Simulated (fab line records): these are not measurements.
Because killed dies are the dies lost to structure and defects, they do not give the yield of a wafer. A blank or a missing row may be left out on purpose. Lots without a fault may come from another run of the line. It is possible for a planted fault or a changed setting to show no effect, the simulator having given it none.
Struck lot and sound lot, side by side :: flow n5-finfet :: 37 steps out of a route of 1938
Sound: wafers L109.2, L109.4, L109.5. Struck: wafers L996.1, L996.6. (L996.3 of the same lot was not struck and is left out.) The cause comes at the end.
Order at every step that has rows: each side's tool, ch and its chambers, its first start. Under that, the readings that differ: sound wafers :: struck wafers :: difference of the means :: sigmas: that difference in standard deviations of wafers without a fault.
alike: same words and numbers on both sides, and readings whose means sit less than 2 such deviations apart. not compared: any withheld reading, any reading some wafer has no value for, any bound like >300 that may hide the same value, and any number with overlapping values for which the record gives no deviation.
The two part at a step that has a row with sigmas, a row that says differs or no value, or rows on one side only. Non-overlapping numbers with no deviation appear without sigmas and do not part them. A reading missing from all wafers of one side parts the sides only when that side holds two or more wafers.

first, 9 steps without rows for these wafers: N5_BEOL_M11_PEB_26 (peb time 60 s); N5_BEOL_M11_DEVELOP_27 (develop time 30 s); N5_BEOL_M11_DESCUM_33 (chemistry O2, time 7.9 s); N5_BEOL_M11_ETCH_65 (etches SiARC in CF4, target depth 39 nm, time 65 s); N5_BEOL_M11_ETCH_66 (etches SOC in N2/H2, target depth 120 nm, overetch 24 nm, time 180 s); N5_BEOL_M11_STRIP_69 (strips in N2/H2); N5_BEOL_M11_VIA_ETCH_34 (etches SiCOH lowk in C4F6/O2, target depth 184.5 nm, time 69.2 s); N5_BEOL_M11_STRIP_73 (strips in C4F6/O2); N5_BEOL_M11_STRIP_36 (strips in N2/H2).
N5_BEOL_M11_TRENCH_ETCH_37: etches SiCOH lowk in C4F6/O2, target depth 148.83 nm, time 48 s.
  sound on rie-diel-04 ch 0,2,3, day 17 21:35; struck on rie-diel-02 ch 0, day 14 21:08
reading: oes_f_703_au (a.u.)
sound: 0.72 0.94 0.82
struck: 0.59 0.59
difference: -0.24
sigmas: -4

reading: oes_o_777_au (a.u.)
sound: 0.73 0.93 0.82
struck: 0.62 0.62
difference: -0.21
sigmas: -3

reading: rf-fwd-power-W (W)
sound: 343.5 342.9 340.6
struck: 260.8 261.5
difference: -81.2
sigmas: -51

reading: rf-vpp-V (V)
sound: 656 673 676
struck: 777 778
difference: +109
sigmas: +9

reading: model.BEOL_M11.feature-depth-nm (nm)
sound: 147.4 146.8 147.6
struck: 131.6 133.2
difference: -14.9
sigmas: 

reading: model.etch.depth-nm (nm)
sound: 147.5 146.8 147.6
struck: 131.7 133.2
difference: -14.9
sigmas: 
  alike: C4F6_flow_sccm, chamber-pressure-mTorr, drypump-motor-current-A, mfc-ar-sccm, oes-product-au, showerhead-plenum-p-Torr, throttle-valve-pct
  not compared: rf-hours-counter-h
then, 2 steps without rows for these wafers: N5_BEOL_M11_ETCH_41 (etches SiCN in CH3F/O2, target depth 42.6 nm, time 86 s); N5_BEOL_M11_STRIP_77 (strips in N2/H2, time 10 s).
N5_BEOL_M11_OCD_MEAS_38:
  sound on ocd-01, day 17 21:46; struck on ocd-01, day 14 21:19
reading: trench-depth-nm (nm)
sound: 147 147 148
struck: 132 133
difference: -15
sigmas: -4
then, 13 steps without rows for these wafers: N5_BEOL_M11_HM_STRIP_39 (strips TiN in peroxide tin strip, target depth 25 nm, time 158 s); N5_BEOL_M11_SRD_40 (time 30 s); N5_BEOL_M11_PRECLEAN_42 (cleans in residue remover, time 60 s); N5_BEOL_M11_SRD_43 (time 30 s); N5_BEOL_M11_CURE_72 (cures SiCOH lowk, time 120 s); N5_BEOL_M11_DEGAS_44 (time 60 s); N5_BEOL_M11_PRE_CLEAN_45 (time 30 s); N5_BEOL_M11_ALD_74 (deposits TaN, target thk 2 nm, pulse time 2 s, purge time 3 s); N5_BEOL_M11_SURFACE_TREAT_76; N5_BEOL_M11_CVD_75 (deposits Co from CCTBA/H2, target thk 2 nm, time 138.9 s); N5_BEOL_M11_SPUTTER_48 (material Cu, target thk 12 nm, time 2 s); N5_BEOL_M11_ECD_50 (material Cu, target thk 318 nm); N5_BEOL_M11_ANNEAL_51 (time 90 s).
N5_BEOL_M11_CMP_52: polishes, stops on SiCOH lowk, t overpolish 7 s, target thk 140 nm.
  sound on cmp-02 ch 2,3, day 18 00:25; struck on cmp-02 ch 3, day 14 23:40
reading: model.Cu_of_BEOL_M11_ECD_50.thk-nm (nm)
sound: 137.8 136.6 138.6
struck: 123.6 124.4
difference: -13.7
sigmas: 
  alike: barrier-field-endpoint-s, head-pressure-psi, motor-current-A, overpolish-run-s, time-to-endpoint-s
N5_BEOL_M11_THK_MEAS_53: measures by xrf.
  sound on film-metro-01, day 18 00:40; struck on film-metro-01, day 14 23:58
reading: M11_THK (nm)
sound: 137 136 137
struck: 123 125
difference: -13
sigmas: -3
then, 2 steps without rows for these wafers: N5_BEOL_M11_PRE_CLEAN_55 (time 15 s); N5_BEOL_M11_DEP_56 (deposits SiCN from 3MS/NH3, target thk 30 nm, time 10.5 s).
N5_BEOL_M11_RS_MEAS_57: a four-point-probe measurement.
  sound on film-metro-02, day 18 00:47; struck on film-metro-01, day 15 00:05
reading: M11_RS (ohm/sq)
sound: 0.154 0.155 0.153
struck: 0.174 0.172
difference: +0.019
sigmas: +4
then, 5 steps without rows for these wafers: N5_BEOL_M12_ILD_DEP_00 (deposits SiOC from DEMS/O2, target thk 658.92 nm, time 130.7 s); N5_BEOL_M12_COAT_58 (time 60 s, resist thk 89 nm); N5_BEOL_M12_COAT_04 (resist thk 400 nm); N5_BEOL_M12_EBR_06; N5_BEOL_M12_SOFTBAKE_05 (time 60 s).
N5_BEOL_M15_RC_MEAS_101:
  sound on prober-02 ch 0, day 19 02:10; struck on prober-02 ch 0, day 16 00:47
reading: SERP_M11 (ohm/um)
sound: 3.14 3.24 3.19
struck: 3.56 3.55
difference: +0.36
sigmas: +4

reading: SERP_M11_max_site (ohm/um)
sound: 3.21 3.33 3.25
struck: 3.63 3.61
difference: +0.36
sigmas: +4
  alike: COMB_M10, COMB_M10_max_site, COMB_M11, COMB_M12, COMB_M13, COMB_M14, COMB_M15, COMB_M5, COMB_M6, COMB_M7, COMB_M7_max_site, COMB_M8, COMB_M9, SERP_M10, SERP_M12, SERP_M12_max_site, SERP_M13, SERP_M14, SERP_M5, SERP_M6, SERP_M7, SERP_M8, SERP_M9

WHERE THEY PART
First at N5_BEOL_M11_TRENCH_ETCH_37; last, within this record, at N5_BEOL_M15_RC_MEAS_101.

WHY: what the simulator had put in
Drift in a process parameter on rie-diel-02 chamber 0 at N5_BEOL_M11_TRENCH_ETCH_37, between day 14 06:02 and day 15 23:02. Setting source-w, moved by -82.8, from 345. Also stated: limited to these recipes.
